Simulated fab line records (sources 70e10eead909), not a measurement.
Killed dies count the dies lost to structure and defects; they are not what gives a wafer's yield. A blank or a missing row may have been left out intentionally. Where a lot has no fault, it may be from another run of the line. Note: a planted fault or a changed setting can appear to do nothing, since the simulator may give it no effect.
Chamber matching	flow nand-harc	NHARC_A_BLC_DESCUM_15 on rie-diel-09 has 4 sister chambers
The step chemistry O2, time 3 s. 4 wafers are shown with their chamber, then 12 later ones without.

## EACH WAFER AND ITS CHAMBER
wafer	chamber	drypump-motor-current-A (A)
L090.5	2	5.7
L094.1	3	6.0
L094.3	1	5.2
L094.4	0	6.4

## WAFERS WITH NO CHAMBER GIVEN
wafer	drypump-motor-current-A (A)
L095.3	6.0
L095.5	6.3
L095.6	6.0
L095.1	6.4
L095.2	5.7
L095.4	5.2
L096.2	6.0
L096.3	6.4
L096.4	5.7
L097.1	6.0
L097.2	6.4
L097.5	6.4

## CHAMBER TAKEN BY EACH
wafer	from the rows above	in truth
L095.3	3	3
L095.5	0	0
L095.6	3	3
L095.1	0	0
L095.2	2	2
L095.4	1	1
L096.2	3	3
L096.3	0	0
L096.4	2	2
L097.1	3	3
L097.2	0	0
L097.5	0	0
12 of 12 placed correctly. Can't be placed from these rows: 0. Number placed wrongly: 0.
How it was worked out, from the rows above alone: a wafer's distance from a chamber is the root of the sum, over the readings, of the square of ((its reading less the chamber's mean) divided by the reading's scatter). The wafer belongs to the nearest chamber; if the next one is less than 2 further off, it can't be placed. A chamber's mean is the mean of its shown wafers. The scatter: with one shown wafer a chamber, the root of the mean of the squares of how far each hidden wafer lies from its nearest shown one.
